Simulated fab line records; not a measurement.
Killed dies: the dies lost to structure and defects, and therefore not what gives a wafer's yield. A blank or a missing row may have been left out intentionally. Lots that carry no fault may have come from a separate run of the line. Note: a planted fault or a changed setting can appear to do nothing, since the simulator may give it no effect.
Matching of chambers || flow n5-finfet || N5_BEOL_M8_DESCUM_33 on rie-diel-05: 4 sister chambers
The step chemistry O2, time 7 s. 8 wafers are shown with their chamber, then 8 later ones without.

## WAFERS PAIRED WITH THEIR CHAMBERS
{"wafer": "L079.6", "chamber": 3, "throttle-valve-pct (%)": 20.46, "showerhead-plenum-p-Torr (Torr)": 2.08}
{"wafer": "L080.1", "chamber": 3, "throttle-valve-pct (%)": 20.47, "showerhead-plenum-p-Torr (Torr)": 2.08}
{"wafer": "L080.2", "chamber": 1, "throttle-valve-pct (%)": 20.38, "showerhead-plenum-p-Torr (Torr)": 2.05}
{"wafer": "L080.4", "chamber": 0, "throttle-valve-pct (%)": 20.32, "showerhead-plenum-p-Torr (Torr)": 2.21}
{"wafer": "L084.3", "chamber": 2, "throttle-valve-pct (%)": 19.98, "showerhead-plenum-p-Torr (Torr)": 2.14}
{"wafer": "L084.5", "chamber": 1, "throttle-valve-pct (%)": 20.39, "showerhead-plenum-p-Torr (Torr)": 2.05}
{"wafer": "L084.6", "chamber": 2, "throttle-valve-pct (%)": 19.97, "showerhead-plenum-p-Torr (Torr)": 2.14}
{"wafer": "L086.1", "chamber": 0, "throttle-valve-pct (%)": 20.33, "showerhead-plenum-p-Torr (Torr)": 2.20}

## WAFERS WHOSE CHAMBER IS MISSING
{"wafer": "L086.2", "throttle-valve-pct (%)": 19.98, "showerhead-plenum-p-Torr (Torr)": 2.14}
{"wafer": "L086.3", "throttle-valve-pct (%)": 20.50, "showerhead-plenum-p-Torr (Torr)": 2.08}
{"wafer": "L091.2", "throttle-valve-pct (%)": 20.00, "showerhead-plenum-p-Torr (Torr)": 2.13}
{"wafer": "L091.3", "throttle-valve-pct (%)": 20.34, "showerhead-plenum-p-Torr (Torr)": 2.20}
{"wafer": "L091.6", "throttle-valve-pct (%)": 20.39, "showerhead-plenum-p-Torr (Torr)": 2.05}
{"wafer": "L095.2", "throttle-valve-pct (%)": 20.02, "showerhead-plenum-p-Torr (Torr)": 2.13}
{"wafer": "L095.3", "throttle-valve-pct (%)": 20.44, "showerhead-plenum-p-Torr (Torr)": 2.05}
{"wafer": "L095.4", "throttle-valve-pct (%)": 20.38, "showerhead-plenum-p-Torr (Torr)": 2.20}

## EACH ONE'S CHAMBER
{"wafer": "L086.2", "from the rows above": 2, "in truth": 2}
{"wafer": "L086.3", "from the rows above": 3, "in truth": 3}
{"wafer": "L091.2", "from the rows above": 2, "in truth": 2}
{"wafer": "L091.3", "from the rows above": 0, "in truth": 0}
{"wafer": "L091.6", "from the rows above": 1, "in truth": 1}
{"wafer": "L095.2", "from the rows above": 2, "in truth": 2}
{"wafer": "L095.3", "from the rows above": "can't be placed: 1 or 3", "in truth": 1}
{"wafer": "L095.4", "from the rows above": 0, "in truth": 0}
Correctly placed: 7 of 8. Not placeable from these rows: 1 (in 1, the candidates include the true chamber). Placed wrongly: 0.
How it was worked out, from the rows above alone: a wafer's distance from a chamber is the root of the sum, over the readings, of the square of ((its reading less the chamber's mean) divided by the reading's scatter). The wafer belongs to the nearest chamber; if the next one is less than 2 further off, it can't be placed. Each chamber's mean is taken over the wafers shown for it. The scatter is the square root of a quotient: the sum, over the shown wafers, of each reading's squared deviation from its chamber's mean, divided by wafers minus chambers.
